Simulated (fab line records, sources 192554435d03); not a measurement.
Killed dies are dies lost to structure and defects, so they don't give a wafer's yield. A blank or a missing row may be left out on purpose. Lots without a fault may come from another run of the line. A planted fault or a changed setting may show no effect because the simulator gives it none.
Which tool did it? | flow n5_finfet | 22 lots, 66 wafers sampled, at 1 step of a route of 1938

WHAT THE GAUGES READ, wafer by wafer
N5_BEOL_M8_OCD_MEAS_38.
lot  | measured     | on     | trench_depth_nm (nm)
L074 | day 9 17:01  | ocd-02 | 92.0 93.0 91.3
L077 | day 10 08:26 | ocd-02 | 92.5 96.2 96.5
L075 | day 10 11:37 | ocd-02 | 93.8 92.7 91.6
L079 | day 10 18:36 | ocd-02 | 96.5 93.1 93.4
L078 | day 10 19:10 | ocd-02 | 91.8 89.6 93.6
L081 | day 12 05:52 | ocd-01 | 95.0 94.6 94.3
L082 | day 12 05:54 | ocd-02 | 90.0 89.0 92.3
L083 | day 12 10:22 | ocd-02 | 91.1 89.4 94.4
L080 | day 12 10:25 | ocd-01 | 94.9 94.3 95.8
L084 | day 12 12:23 | ocd-02 | 96.6 94.5 93.7
L085 | day 12 15:46 | ocd-01 | 93.6 87.4 93.3
L086 | day 13 03:36 | ocd-02 | 91.8 93.7 94.0
L090 | day 13 16:29 | ocd-02 | 92.3 93.5 92.8
L087 | day 14 06:50 | ocd-02 | 95.3 96.4 95.7
L088 | day 14 09:40 | ocd-01 | 94.1 95.0 91.4
L089 | day 14 13:22 | ocd-02 | 95.6 95.2 93.3
L092 | day 15 14:21 | ocd-02 | 94.4 91.7 94.8
L094 | day 16 03:36 | ocd-01 | 94.1 94.9 91.4
L097 | day 16 10:16 | ocd-01 | 94.8 94.7 95.8
L093 | day 16 10:34 | ocd-01 | 94.8 95.2 92.0
L096 | day 16 16:37 | ocd-02 | 96.2 90.7 92.2
L095 | day 16 21:26 | ocd-02 | 93.9 94.8 92.7

WHICH TOOL RAN EACH LOT (tool, then ch and the chambers of the sampled wafers, then the start)
The record holds no process step before these readings.

WHAT THE TOOLS THEMSELVES READ (means of the sampled wafers that have a number; where no wafer has one, the mark that the record gives instead)
The record holds no such reading with a usual standard deviation.

THE ANSWER, worked out from the rows above alone
Rule: what is usual is taken from the lots themselves. Put in order of their means at a reading, lots are off if they are a third of the lots or fewer, leave a main group of 4 or more, and stand apart from it by a gap of 3 or more times the standard deviation of the main group's means; of several such gaps the widest counts. A main group whose means are all the same, to the digits that the tables above print for the reading, isn't used. A lot without any number at a reading at which 4 lots or more have one is off too. The other lots that the step has rows for count as sound. The gauges are gone through in route order, then the tools' own readings, and for those a lot's mean is taken as printed above. The first step at which some lot is off is used, and at that step the reading that is off furthest; a lot without a number counts as furthest.
No lot is off at any reading shown: from this, nothing can be told.

WHAT THE SIMULATOR HAD PUT IN
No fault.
